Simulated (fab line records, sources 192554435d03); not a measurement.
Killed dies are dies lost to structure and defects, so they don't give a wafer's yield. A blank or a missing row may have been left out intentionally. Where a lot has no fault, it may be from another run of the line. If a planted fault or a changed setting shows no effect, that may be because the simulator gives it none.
fab line records	flow n5Finfet
record: lots: 12	wafers: 36	lastDay: 18
route steps=1938 shown BEOL_M12@1632 PASSIVATION@1936
lots that met no fault: from a run of the same line without faults
startH: the number of hours between the record's first day and the start of the first shown wafer of the lot	waitH: hours elapsed since this lot's preceding step	" identical to the entry in the row above	L1.1+2: a row that stands for several wafers	- value missing, or start not given	* or withheld: withheld	< > ~ a bound
route shown NAME@n: a module of which the file shows steps, and the number in the route of the first	usual: mean/standard deviation taken from wafers without a fault	same: alike in all rows	chamber/n: place in a boat	sites: the reading at each site	_std_site: how widely they spread, as a standard deviation	_edge_site: the outer-site mean with the inner-site mean subtracted	radiusMm: for every site, how far away it sits from the centre of the wafer	mask NAME#n: copy n	behind: tool/chamber where the wafer was last shaped	hold: cause of the lot's hold/its duration in hours/its outcome	device: names the non-switching transistor (n, p or np)	end of line: tests run on the same wafers once the route is complete	step lacking rows: just its recipe	killed: dies lost to structure and defects at the first sort, not the wafer's yield	map: dies across one wafer; x = killed, . = not, _ = none there
set.NAME: setting as actually run; set.NAME@STEP: the setting as run at that earlier step	model.NAME: the simulator's own value behind a step, which no gauge read
one table for each step of the route and one row for each wafer, over a sample of lots
services: a tool's chamber out of use, with start hour (startH, from the record's first day; less than 0 if before it), hours out, and reason
== steps ==
step: N5_BEOL_M12_CD_MEAS_28
recipe: targetCdNm: 160.2	landingEnergyEv: 500	detector: seInlens	polarity: opening
usual: cdNm: 160.2/1.6
same: landingEnergyEv: 500
lot.wafer	tool	chamber	startH	waitH	cdNm
L423.2	cdSem-01	0	253.98	-	161.6
L423.5	"	0	"	"	158.8
L423.6	"	0	"	"	161.5
L425.1	cdSem-01	0	271.61	-	160.3
L425.2	"	0	"	"	160.3
L425.5	"	0	"	"	161.5
L426.1	cdSem-03	0	271.81	-	159.6
L426.2	"	0	"	"	157.6
L426.5	"	0	"	"	160.2
L430.2	cdSem-01	0	283.17	-	160.2
L430.5	"	0	"	"	161.8
L430.6	"	0	"	"	160.7
L431.1	cdSem-02	0	292.19	-	161.5
L431.5	"	0	"	"	160.6
L431.6	"	0	"	"	158.8
L433.1	cdSem-01	0	300.17	-	162.0
L433.3	"	0	"	"	161.1
L433.6	"	0	"	"	162.2
L432.1	cdSem-02	0	308.45	-	158.1
L432.3	"	0	"	"	158.6
L432.4	"	0	"	"	156.4
L435.3	cdSem-02	0	311.23	-	160.5
L435.4	"	0	"	"	160.4
L435.5	"	0	"	"	159.0
L434.1	cdSem-03	0	316.85	-	157.3
L434.3	"	0	"	"	159.5
L434.6	"	0	"	"	156.3
L436.1	cdSem-03	0	336.00	-	160.0
L436.4	"	0	"	"	161.1
L436.5	"	0	"	"	158.8
L442.2	cdSem-02	0	357.93	-	160.5
L442.4	"	0	"	"	160.7
L442.5	"	0	"	"	162.9
L445.2	cdSem-02	0	385.66	-	161.9
L445.4	"	0	"	"	161.9
L445.6	"	0	"	"	162.2
step: N5_BEOL_M12_OVL_MEAS_29
recipe: pointsPerWafer: 44
usual: M12_OVL: 1/5.5
same: pointsPerWafer: 44
lot.wafer	tool	chamber	startH	waitH	M12_OVL[nm]
L423.2	overlay-02	0	254.01	0.0	3
L423.5	"	0	"	"	-2
L423.6	"	0	"	"	2
L425.1	overlay-01	0	271.64	0.0	12
L425.2	"	0	"	"	4
L425.5	"	0	"	"	9
L426.1	overlay-02	0	271.84	0.0	-2
L426.2	"	0	"	"	1
L426.5	"	0	"	"	0
L430.2	overlay-02	0	283.20	0.0	-3
L430.5	"	0	"	"	-3
L430.6	"	0	"	"	5
L431.1	overlay-02	0	292.22	0.0	-2
L431.5	"	0	"	"	1
L431.6	"	0	"	"	-3
L433.1	overlay-02	0	300.20	0.0	-5
L433.3	"	0	"	"	-2
L433.6	"	0	"	"	-7
L432.1	overlay-01	0	308.48	0.0	-7
L432.3	"	0	"	"	0
L432.4	"	0	"	"	-6
L435.3	overlay-01	0	311.26	0.0	-10
L435.4	"	0	"	"	-2
L435.5	"	0	"	"	-7
L434.1	overlay-02	0	316.88	0.0	-10
L434.3	"	0	"	"	2
L434.6	"	0	"	"	-3
L436.1	overlay-02	0	336.03	0.0	-2
L436.4	"	0	"	"	8
L436.5	"	0	"	"	1
L442.2	overlay-02	0	357.96	0.0	2
L442.4	"	0	"	"	-2
L442.5	"	0	"	"	-7
L445.2	overlay-02	0	385.69	0.0	3
L445.4	"	0	"	"	1
L445.6	"	0	"	"	8
step: N5_BEOL_M12_SPUTTER_43
recipe: material: TaN	targetThkA: 150	tempC: 50	biasV: 168.6	powerW: 15000	chamberPressurePa: 0.12	timeS: 24.19
usual: cathodeDcPowerW: 15000/2.4	chamberPressurePa: 0.11998/0.00024	throttleValvePct: 30.1/1
lot.wafer	tool	chamber	startH	waitH	cathodeDcPowerW	chamberPressurePa	throttleValvePct
L423.2	pvdSputter-03	-	260.55	0.0	15001	0.11981	28.8
L423.5	"	-	"	"	15002	0.11968	31.4
L423.6	"	-	"	"	15001	0.11998	28.9
L425.1	pvdSputter-01	-	277.53	0.0	15000	0.12059	29.5
L425.2	"	-	"	"	15000	0.11983	29.6
L425.5	"	-	"	"	15001	0.12053	29.6
L426.1	pvdSputter-02	-	277.54	0.0	15002	0.12011	29.5
L426.2	"	-	"	"	15003	0.11956	30.0
L426.5	"	-	"	"	14999	0.1198	29.3
L430.2	pvdSputter-03	-	285.15	0.0	15003	0.11984	31.6
L430.5	"	-	"	"	15001	0.11988	31.5
L430.6	"	-	"	"	15000	0.12022	29.0
L431.1	pvdSputter-03	-	294.08	0.0	14999	0.11989	31.8
L431.5	"	-	"	"	15001	0.12013	29.9
L431.6	"	-	"	"	15000	0.12007	28.8
L433.1	pvdSputter-03	-	305.20	0.0	14994	0.11992	29.2
L433.3	"	-	"	"	15001	0.12028	30.0
L433.6	"	-	"	"	14995	0.12005	31.9
L432.1	pvdSputter-01	-	311.61	0.0	15001	0.12004	30.9
L432.3	"	-	"	"	14998	0.11973	30.5
L432.4	"	-	"	"	14996	0.12002	29.7
L435.3	pvdSputter-03	-	315.62	0.0	14995	0.11971	32.1
L435.4	"	-	"	"	15000	0.12007	30.3
L435.5	"	-	"	"	15001	0.12017	30.5
L434.1	pvdSputter-01	-	320.73	0.0	14997	0.11972	30.8
L434.3	"	-	"	"	14998	0.12023	29.4
L434.6	"	-	"	"	14999	0.11996	30.1
L436.1	pvdSputter-03	-	338.26	0.0	15003	0.1201	30.9
L436.4	"	-	"	"	14999	0.12	31.5
L436.5	"	-	"	"	15002	0.12007	29.0
L442.2	pvdSputter-03	-	365.66	0.0	15847	0.12005	30.0
L442.4	"	-	"	"	15851	0.11971	29.2
L442.5	"	-	"	"	15844	0.12012	29.3
L445.2	pvdSputter-03	-	388.63	0.0	15847	0.12015	30.8
L445.4	"	-	"	"	15848	0.1201	29.8
L445.6	"	-	"	"	15849	0.11997	29.9
step: N5_BEOL_M12_SPUTTER_44
recipe: material: Ta	targetThkA: 100	tempC: 50	biasV: 80	powerW: 15000	chamberPressurePa: 0.07	timeS: 16.13
usual: cathodeDcPowerW: 15000/2.7	chamberPressurePa: 0.06999/0.00014	throttleValvePct: 30.1/1
lot.wafer	tool	chamber	startH	waitH	cathodeDcPowerW	chamberPressurePa	throttleValvePct
L423.2	pvdSputter-03	-	260.63	0.0	15001	0.06972	28.8
L423.5	"	-	"	"	14996	0.06996	31.7
L423.6	"	-	"	"	14999	0.06979	29.2
L425.1	pvdSputter-01	-	277.61	0.0	15001	0.06987	29.3
L425.2	"	-	"	"	15004	0.0699	29.8
L425.5	"	-	"	"	14998	0.06994	29.6
L426.1	pvdSputter-02	-	277.62	0.0	15002	0.07006	29.4
L426.2	"	-	"	"	14998	0.0701	30.2
L426.5	"	-	"	"	15003	0.06986	29.4
L430.2	pvdSputter-03	-	285.23	0.0	14998	0.07021	31.9
L430.5	"	-	"	"	15002	0.06997	31.8
L430.6	"	-	"	"	14998	0.07	29.4
L431.1	pvdSputter-03	-	294.16	0.0	15001	0.06998	31.8
L431.5	"	-	"	"	15002	0.07003	29.5
L431.6	"	-	"	"	15005	0.06992	29.2
L433.1	pvdSputter-03	-	305.28	0.0	14998	0.06991	29.4
L433.3	"	-	"	"	15005	0.07009	30.0
L433.6	"	-	"	"	15001	0.07009	31.9
L432.1	pvdSputter-01	-	311.69	0.0	14998	0.07	31.1
L432.3	"	-	"	"	15002	0.06992	30.7
L432.4	"	-	"	"	15003	0.06999	29.7
L435.3	pvdSputter-03	-	315.71	0.0	14996	0.07015	31.9
L435.4	"	-	"	"	15000	0.07004	30.6
L435.5	"	-	"	"	15004	0.06991	30.6
L434.1	pvdSputter-01	-	320.81	0.0	15002	0.07014	31.1
L434.3	"	-	"	"	15001	0.0701	29.5
L434.6	"	-	"	"	15001	0.07019	30.0
L436.1	pvdSputter-03	-	338.34	0.0	15001	0.06984	30.6
L436.4	"	-	"	"	14997	0.06976	31.6
L436.5	"	-	"	"	14997	0.07012	29.0
L442.2	pvdSputter-03	-	365.74	0.0	15003	0.07	29.7
L442.4	"	-	"	"	15001	0.06992	29.1
L442.5	"	-	"	"	15004	0.07008	29.0
L445.2	pvdSputter-03	-	388.71	0.0	14999	0.06988	30.4
L445.4	"	-	"	"	14999	0.07005	29.8
L445.6	"	-	"	"	15000	0.07011	29.9
step: N5_PASSIVATION_PROBE_49
usual: defectLimitedYield: 91.2/1.5	killed_at_M0_to_M3: 33/9.6	killed_at_M4_up: 14/5.6	killedAtContacts: 14/5.5	killedAtFrontEnd: 40/13	killedAtOther: 4/3	killedDies: 104/17	killedOpen: 68/13	killedShort: 33/7.2	sort_bin_4_leakage: 0.00/0.014	sort_bin_5_function: 5.2/0.95	sort_bin_6_memory: 3.3/0.62	sortNPass: 1076/17	sortYieldPct: 91.2/1.5
same: grossDies: 1180	killedAtBackSide: 0	sort_bin_8_speed[%]: 0
lot.wafer	tool	chamber	startH	waitH	defectLimitedYield[%]	killed_at_M0_to_M3	killed_at_M4_up	killedAtContacts	killedAtFrontEnd	killedAtOther	killedDies	killedOpen	killedShort	sort_bin_4_leakage[%]	sort_bin_5_function[%]	sort_bin_6_memory[%]	sortNPass	sortYieldPct[%]
L423.2	prober-02	-	293.71	0.1	92.9	32	17	15	19	1	84	54	26	0	4.6	2.5	1096	92.9
L423.5	prober-02	-	293.86	0.2	93.8	21	16	13	20	3	73	44	25	0	3.9	1.8	1107	93.8
L423.6	prober-02	-	293.91	0.3	91.3	38	20	14	22	9	103	73	27	0	5.5	3.0	1077	91.3
L425.1	prober-02	-	312.44	0.0	90.9	30	30	8	36	3	107	75	27	0	5.3	3.5	1073	90.9
L425.2	prober-02	-	312.49	0.1	94.0	14	11	10	34	2	71	42	23	0	3.6	1.9	1109	94.0
L425.5	prober-02	-	312.64	0.2	91.0	23	31	22	27	3	106	69	36	0	5.1	3.4	1074	91.0
L426.1	prober-02	-	315.63	0.0	91.0	43	9	9	39	6	106	70	36	0	5.3	3.5	1074	91.0
L426.2	prober-02	-	315.68	0.1	91.8	27	15	13	34	8	97	68	29	0	5.1	2.7	1083	91.8
L426.5	prober-02	-	315.83	0.2	91.4	33	10	15	34	10	102	66	36	0	5.3	3.1	1078	91.4
L430.2	prober-01	-	322.54	0.1	89.7	47	15	19	39	1	121	83	38	0	6.8	2.9	1059	89.7
L430.5	prober-01	-	322.69	0.2	92.5	46	9	8	25	0	88	56	32	0	4.3	2.9	1092	92.5
L430.6	prober-01	-	322.74	0.3	91.7	32	19	9	32	6	98	70	27	0.17	5.2	2.9	1080	91.5
L431.1	prober-02	-	331.90	0.0	91.5	41	18	7	34	0	100	68	30	0	5.2	3.1	1080	91.5
L431.5	prober-02	-	332.10	0.2	92.8	23	10	13	37	2	85	48	33	0	4.2	2.8	1095	92.8
L431.6	prober-02	-	332.15	0.3	89.8	54	21	8	35	2	120	73	44	0	5.9	3.6	1060	89.8
L433.1	prober-02	-	341.92	0.0	91.4	20	5	20	54	2	101	69	29	0	4.4	3.6	1079	91.4
L433.3	prober-02	-	342.02	0.1	89.7	29	12	17	58	5	121	81	32	0	5.9	3.8	1059	89.7
L433.6	prober-02	-	342.17	0.3	90.8	35	13	15	45	1	109	71	29	0	5.9	2.8	1071	90.8
L435.3	prober-02	-	346.95	0.1	90.8	20	7	8	70	4	109	69	40	0	6.1	2.8	1071	90.8
L435.4	prober-02	-	347.00	0.2	92.6	19	7	14	45	2	87	59	26	0	4.1	2.8	1093	92.6
L435.5	prober-02	-	347.05	0.2	92.4	24	13	14	38	1	90	61	27	0	4.5	2.8	1090	92.4
L432.1	prober-02	-	347.15	0.2	90.6	28	21	16	41	5	111	77	31	0	5.8	3.2	1069	90.6
L432.3	prober-02	-	347.25	0.3	89.3	40	20	12	48	6	126	86	39	0	6.7	3.8	1054	89.3
L432.4	prober-02	-	347.30	0.4	92.6	28	14	14	30	1	87	56	28	0	4.4	2.7	1093	92.6
L434.1	prober-01	-	360.24	0.0	92.7	27	11	15	30	3	86	58	28	0	3.7	3.5	1094	92.7
L434.3	prober-01	-	360.34	0.1	91.3	40	13	13	28	9	103	73	28	0	4.7	3.6	1077	91.3
L434.6	prober-01	-	360.49	0.3	92.8	22	14	21	24	4	85	63	20	0	4.5	2.6	1095	92.8
L436.1	prober-01	-	372.57	0.0	90.7	36	8	11	47	8	110	68	36	0	5.6	3.1	1070	90.7
L436.4	prober-01	-	372.72	0.2	91.0	19	11	13	54	9	106	62	38	0	5.3	3.3	1074	91.0
L436.5	prober-01	-	372.77	0.2	90.7	24	9	13	50	14	110	69	31	0	5.3	3.5	1070	90.7
L442.2	prober-01	-	400.12	0.1	90.1	39	17	15	44	2	117	79	36	0	6.0	3.8	1063	90.1
L442.4	prober-01	-	400.22	0.2	92.3	29	7	10	42	3	91	59	31	0	4.5	2.9	1089	92.3
L442.5	prober-01	-	400.27	0.2	89.3	48	12	9	55	2	126	78	45	0	6.3	4.1	1054	89.3
L445.2	prober-01	-	427.08	0.1	92.8	21	22	9	30	3	85	61	22	0	4.1	2.9	1095	92.8
L445.4	prober-01	-	427.18	0.2	89.6	30	10	10	73	0	123	85	31	0	6.2	3.7	1057	89.6
L445.6	prober-01	-	427.28	0.3	88.8	30	8	17	72	5	132	84	43	0	6.8	3.6	1048	88.8
killed by level:class
L423.2 MOL_CONTACT_COAG:geometricParticle:open=12 BEOL_M1:geometricParticle:open=8 BEOL_M0_SAQP:geometricParticle:short=7 BEOL_M3:geometricParticle:open=7 BEOL_M4:geometricParticle:open=7 FIN_SAQP:geometricParticle:short=4 STI_FIN_REVEAL:geometricParticle:open=3 MOL_CONTACT_COAG:geometricParticle:short=3
L423.5 MOL_CONTACT_COAG:geometricParticle:open=11 BEOL_M0_SAQP:geometricParticle:open=5 BEOL_M2:geometricParticle:open=5 FIN_SAQP:geometricParticle:open=4 GATE_CUT:geometricParticle:short=4 BEOL_M5:geometricParticle:open=4 BEOL_M3:geometricParticle:open=3 BEOL_M5:geometricParticle:short=3
L423.6 MOL_CONTACT_COAG:geometricParticle:open=14 BEOL_M0_SAQP:geometricParticle:open=12 GATE_CUT:geometricParticle:open=10 BEOL_M5:geometricParticle:open=8 GATE_CUT:geometricParticle:short=5 BEOL_M2:geometricParticle:open=5 BEOL_M4:geometricParticle:open=4 BEOL_M0_SAQP:geometricParticle:short=4
L425.1 BEOL_M4:geometricParticle:open=15 FIN_SAQP:geometricParticle:open=11 BEOL_M2:geometricParticle:open=11 FIN_SAQP:geometricParticle:short=8 BEOL_M3:geometricParticle:open=6 MOL_CONTACT_COAG:geometricParticle:open=5 BEOL_M5:geometricParticle:open=5 STI_FIN_REVEAL:geometricParticle:open=3
L425.2 FIN_SAQP:geometricParticle:open=8 BEOL_M4:geometricParticle:open=8 MOL_CONTACT_COAG:geometricParticle:open=7 HKMG_FIN:areaEtch=5 STI_FIN_REVEAL:geometricParticle:open=4 BEOL_M0_SAQP:geometricParticle:short=4 FIN_SAQP:geometricParticle:short=3 DUMMY_GATE:geometricParticle:short=3
L425.5 MOL_CONTACT_COAG:geometricParticle:open=19 BEOL_M4:geometricParticle:open=15 FIN_SAQP:geometricParticle:open=8 BEOL_M0_SAQP:geometricParticle:short=8 GATE_CUT:geometricParticle:short=5 BEOL_M2:geometricParticle:open=5 BEOL_M5:geometricParticle:open=5 BEOL_M0_SAQP:geometricParticle:open=4
L426.1 FIN_SAQP:geometricParticle:open=12 BEOL_M2:geometricParticle:open=11 FIN_SAQP:geometricParticle:short=7 MOL_CONTACT_COAG:geometricParticle:open=7 BEOL_M3:geometricParticle:open=7 DUMMY_GATE:geometricParticle:open=6 BEOL_M0_SAQP:geometricParticle:open=6 BEOL_M0:geometricParticle:open=4
L426.2 MOL_CONTACT_COAG:geometricParticle:open=12 BEOL_M4:geometricParticle:open=10 FIN_SAQP:geometricParticle:short=9 FIN_SAQP:geometricParticle:open=7 DUMMY_GATE:geometricParticle:open=7 BEOL_M3:geometricParticle:open=7 STI_FIN_REVEAL:geometricParticle:open=5 BEOL_M3:geometricParticle:short=5
L426.5 BEOL_M0_SAQP:geometricParticle:open=12 FIN_SAQP:geometricParticle:short=11 FIN_SAQP:geometricParticle:open=10 MOL_CONTACT_COAG:geometricParticle:open=10 BEOL_M0_SAQP:geometricParticle:short=7 PASS1_CAP:geometricParticle:open=7 MOL_CONTACT_COAG:geometricParticle:short=5 BEOL_M3:geometricParticle:open=5
L430.2 STI_FIN_REVEAL:geometricParticle:open=13 BEOL_M0_SAQP:geometricParticle:short=12 BEOL_M0_SAQP:geometricParticle:open=11 MOL_CONTACT_COAG:geometricParticle:open=10 BEOL_M2:geometricParticle:open=10 MOL_CONTACT_COAG:geometricParticle:short=9 BEOL_M3:geometricParticle:open=9 FIN_SAQP:geometricParticle:open=6
L430.5 BEOL_M0_SAQP:geometricParticle:short=13 BEOL_M2:geometricParticle:open=10 BEOL_M0_SAQP:geometricParticle:open=9 STI_FIN_REVEAL:geometricParticle:open=6 MOL_CONTACT_COAG:geometricParticle:open=6 BEOL_M3:geometricParticle:open=5 STARTING-WAFER:geometricParticle:open=5 BEOL_M3:geometricParticle:short=4
L430.6 STI_FIN_REVEAL:geometricParticle:open=13 BEOL_M3:geometricParticle:open=10 MOL_CONTACT_COAG:geometricParticle:open=7 BEOL_M4:geometricParticle:open=7 STARTING-WAFER:geometricParticle:open=6 FIN_SAQP:geometricParticle:short=4 BEOL_M0_SAQP:geometricParticle:short=4 BEOL_M0_SAQP:geometricParticle:open=4
L431.1 BEOL_M2:geometricParticle:open=12 STI_FIN_REVEAL:geometricParticle:open=9 BEOL_M4:geometricParticle:open=8 FIN_SAQP:geometricParticle:short=7 BEOL_M1:geometricParticle:open=7 MOL_CONTACT_COAG:geometricParticle:open=6 BEOL_M0_SAQP:geometricParticle:short=6 ILD0:geometricParticle:short=5
L431.5 FIN_SAQP:geometricParticle:short=13 MOL_CONTACT_COAG:geometricParticle:open=12 BEOL_M0:geometricParticle:open=5 FIN_SAQP:geometricParticle:open=4 BEOL_M2:geometricParticle:short=4 STI_FIN_REVEAL:geometricParticle:open=4 ILD0:geometricParticle:short=4 BEOL_M0_SAQP:geometricParticle:short=4
L431.6 BEOL_M2:geometricParticle:open=14 BEOL_M0_SAQP:geometricParticle:short=13 BEOL_M0_SAQP:geometricParticle:open=10 FIN_SAQP:geometricParticle:short=9 BEOL_M3:geometricParticle:open=7 BEOL_M4:geometricParticle:open=7 BEOL_M2:geometricParticle:short=6 ILD0:geometricParticle:short=5
L433.1 MOL_CONTACT_COAG:geometricParticle:open=17 STI_FIN_REVEAL:geometricParticle:open=14 FIN_SAQP:geometricParticle:short=7 FIN_SAQP:geometricParticle:open=6 DUMMY_GATE:geometricParticle:open=6 GATE_CUT:geometricParticle:short=6 BEOL_M1:geometricParticle:open=6 BEOL_M0_SAQP:geometricParticle:open=5
L433.3 FIN_SAQP:geometricParticle:open=17 MOL_CONTACT_COAG:geometricParticle:open=13 BEOL_M1:geometricParticle:open=11 DUMMY_GATE:geometricParticle:open=8 STI_FIN_REVEAL:geometricParticle:open=6 DUMMY_GATE:geometricParticle:short=5 BEOL_M0_SAQP:geometricParticle:short=5 MOL_CONTACT_COAG:geometricParticle:short=4
L433.6 FIN_SAQP:geometricParticle:open=14 BEOL_M0_SAQP:geometricParticle:open=13 MOL_CONTACT_COAG:geometricParticle:open=11 BEOL_M1:geometricParticle:open=8 BEOL_M0_SAQP:geometricParticle:short=6 STARTING-WAFER:geometricParticle:open=5 FIN_SAQP:geometricParticle:short=4 BEOL_M1:geometricParticle:short=4
L435.3 STI_FIN_REVEAL:geometricParticle:open=18 FIN_SAQP:geometricParticle:short=16 MOL_CONTACT_COAG:geometricParticle:open=8 GATE_CUT:geometricParticle:short=7 SPACER0:geometricParticle:open=6 STI_FIN_REVEAL:geometricParticle:short=4 SPACER0:geometricParticle:short=4 BEOL_M0_SAQP:geometricParticle:open=4
L435.4 GATE_CUT:geometricParticle:open=11 MOL_CONTACT_COAG:geometricParticle:open=11 STI_FIN_REVEAL:geometricParticle:open=7 FIN_SAQP:geometricParticle:open=5 BEOL_M0_SAQP:geometricParticle:open=5 BEOL_M1:geometricParticle:open=5 FIN_SAQP:geometricParticle:short=4 STI_FIN_REVEAL:geometricParticle:short=4
L435.5 MOL_CONTACT_COAG:geometricParticle:open=9 DUMMY_GATE:geometricParticle:open=8 GATE_CUT:geometricParticle:open=6 BEOL_M1:geometricParticle:open=6 MOL_CONTACT_COAG:geometricParticle:short=5 FIN_SAQP:geometricParticle:open=4 FIN_SAQP:geometricParticle:short=4 STI_FIN_REVEAL:geometricParticle:open=4
L432.1 MOL_CONTACT_COAG:geometricParticle:open=13 STI_FIN_REVEAL:geometricParticle:open=11 FIN_SAQP:geometricParticle:open=8 BEOL_M4:geometricParticle:open=8 BEOL_M0_SAQP:geometricParticle:open=7 BEOL_M3:geometricParticle:open=6 FIN_SAQP:geometricParticle:short=5 GATE_CUT:geometricParticle:short=5
L432.3 BEOL_M3:geometricParticle:open=15 STI_FIN_REVEAL:geometricParticle:open=13 MOL_CONTACT_COAG:geometricParticle:open=10 FIN_SAQP:geometricParticle:open=9 FIN_SAQP:geometricParticle:short=6 BEOL_M0_SAQP:geometricParticle:open=6 BEOL_M2:geometricParticle:open=6 BEOL_M4:geometricParticle:open=6
L432.4 MOL_CONTACT_COAG:geometricParticle:open=10 FIN_SAQP:geometricParticle:open=9 FIN_SAQP:geometricParticle:short=8 BEOL_M3:geometricParticle:open=8 BEOL_M0_SAQP:geometricParticle:short=8 STI_FIN_REVEAL:geometricParticle:open=4 MOL_CONTACT_COAG:geometricParticle:short=4 BEOL_M0_SAQP:geometricParticle:open=4
L434.1 MOL_CONTACT_COAG:geometricParticle:open=12 BEOL_M1:geometricParticle:open=10 STI_FIN_REVEAL:geometricParticle:open=7 FIN_SAQP:geometricParticle:open=6 BEOL_M2:geometricParticle:open=5 BEOL_M3:geometricParticle:open=5 FIN_SAQP:geometricParticle:short=4 BEOL_M2:geometricParticle:short=4
L434.3 MOL_CONTACT_COAG:geometricParticle:open=12 BEOL_M2:geometricParticle:open=12 BEOL_M1:geometricParticle:open=10 BEOL_M1:geometricParticle:short=6 DUMMY_GATE:geometricParticle:open=5 STARTING-WAFER:geometricParticle:open=5 FIN_SAQP:geometricParticle:open=4 GATE_CUT:geometricParticle:short=4
L434.6 MOL_CONTACT_COAG:geometricParticle:open=17 BEOL_M4:geometricParticle:open=7 FIN_SAQP:geometricParticle:open=6 BEOL_M1:geometricParticle:open=6 DUMMY_GATE:geometricParticle:open=4 BEOL_M3:geometricParticle:open=4 MOL_CONTACT_COAG:geometricParticle:short=4 BEOL_M2:geometricParticle:open=4
L436.1 FIN_SAQP:geometricParticle:open=13 BEOL_M0_SAQP:geometricParticle:open=13 FIN_SAQP:geometricParticle:short=10 STI_FIN_REVEAL:geometricParticle:open=9 BEOL_M0_SAQP:geometricParticle:short=9 MOL_CONTACT_COAG:geometricParticle:open=8 BEOL_M2:geometricParticle:open=6 PASS1_DEP:geometricParticle:open=4
L436.4 STI_FIN_REVEAL:geometricParticle:open=11 FIN_SAQP:geometricParticle:open=10 MOL_CONTACT_COAG:geometricParticle:open=9 FIN_SAQP:geometricParticle:short=6 ILD0:geometricParticle:short=6 GATE_CUT:geometricParticle:open=6 BEOL_M2:geometricParticle:open=6 BEOL_M0_SAQP:geometricParticle:open=4
L436.5 STI_FIN_REVEAL:geometricParticle:open=18 MOL_CONTACT_COAG:geometricParticle:open=13 FIN_SAQP:geometricParticle:short=8 FIN_SAQP:geometricParticle:open=6 BEOL_M3:geometricParticle:open=6 STARTING-WAFER:geometricParticle:short=5 BEOL_M2:geometricParticle:open=4 PASS1_CAP:geometricParticle:short=4
L442.2 FIN_SAQP:geometricParticle:open=12 MOL_CONTACT_COAG:geometricParticle:open=12 BEOL_M0_SAQP:geometricParticle:open=9 BEOL_M3:geometricParticle:open=9 BEOL_M0_SAQP:geometricParticle:short=8 BEOL_M4:geometricParticle:open=8 FIN_SAQP:geometricParticle:short=7 STI_FIN_REVEAL:geometricParticle:open=6
L442.4 FIN_SAQP:geometricParticle:open=13 MOL_CONTACT_COAG:geometricParticle:open=8 BEOL_M3:geometricParticle:open=8 FIN_SAQP:geometricParticle:short=7 STI_FIN_REVEAL:geometricParticle:open=7 BEOL_M0_SAQP:geometricParticle:open=6 BEOL_M0_SAQP:geometricParticle:short=4 STARTING-WAFER:geometricParticle:short=4
L442.5 BEOL_M0_SAQP:geometricParticle:open=16 FIN_SAQP:geometricParticle:short=15 BEOL_M0_SAQP:geometricParticle:short=12 STI_FIN_REVEAL:geometricParticle:open=9 DUMMY_GATE:geometricParticle:open=9 BEOL_M2:geometricParticle:open=8 FIN_SAQP:geometricParticle:open=7 MOL_CONTACT_COAG:geometricParticle:open=7
L445.2 FIN_SAQP:geometricParticle:open=9 BEOL_M5:geometricParticle:open=8 MOL_CONTACT_COAG:geometricParticle:open=7 BEOL_M4:geometricParticle:open=7 BEOL_M0_SAQP:geometricParticle:open=6 BEOL_M3:geometricParticle:open=6 FIN_SAQP:geometricParticle:short=5 GATE_CUT:geometricParticle:short=4
L445.4 FIN_SAQP:geometricParticle:open=36 FIN_SAQP:geometricParticle:short=15 BEOL_M2:geometricParticle:open=12 MOL_CONTACT_COAG:geometricParticle:open=7 BEOL_M0_SAQP:geometricParticle:open=6 BEOL_M4:geometricParticle:open=6 BEOL_M3:geometricParticle:open=5 HKMG_FIN:areaEtch=4
L445.6 FIN_SAQP:geometricParticle:open=29 FIN_SAQP:geometricParticle:short=18 MOL_CONTACT_COAG:geometricParticle:open=14 STI_FIN_REVEAL:geometricParticle:open=9 BEOL_M3:geometricParticle:open=7 BEOL_M0_SAQP:geometricParticle:open=6 STI_FIN_REVEAL:geometricParticle:short=3 GATE_CUT:geometricParticle:short=3
== services ==
tool	chamber	startH	hours	kind
pvdSputter-02	-	305.59	2.2	repair
pvdSputter-01	-	326.95	3.2	repair
pvdSputter-02	-	360.36	9.0	repair
pvdSputter-02	-	373.64	2.1	repair
== key ==
firstSign: step: N5_BEOL_M12_SPUTTER_43	reading: cathodeDcPowerW	direction: up	sigmas: 99+	usual: *	struck: *
effect none on later readings
metAt N5_BEOL_M12_SPUTTER_43
struckLots L442,L445
notActingAt N5_BEOL_M12_CD_MEAS_28,N5_BEOL_M12_OVL_MEAS_29,N5_BEOL_M12_SPUTTER_44
onsetBetween 338.26 365.66
fault: kind: processParameterDrift	tool: pvdSputter-03	chamber: -	onsetH: 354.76	steps: N5_BEOL_M12_SPUTTER_43	channel: powerW	offset: *	shape: step	endH: 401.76	actsIn: *	stated: *
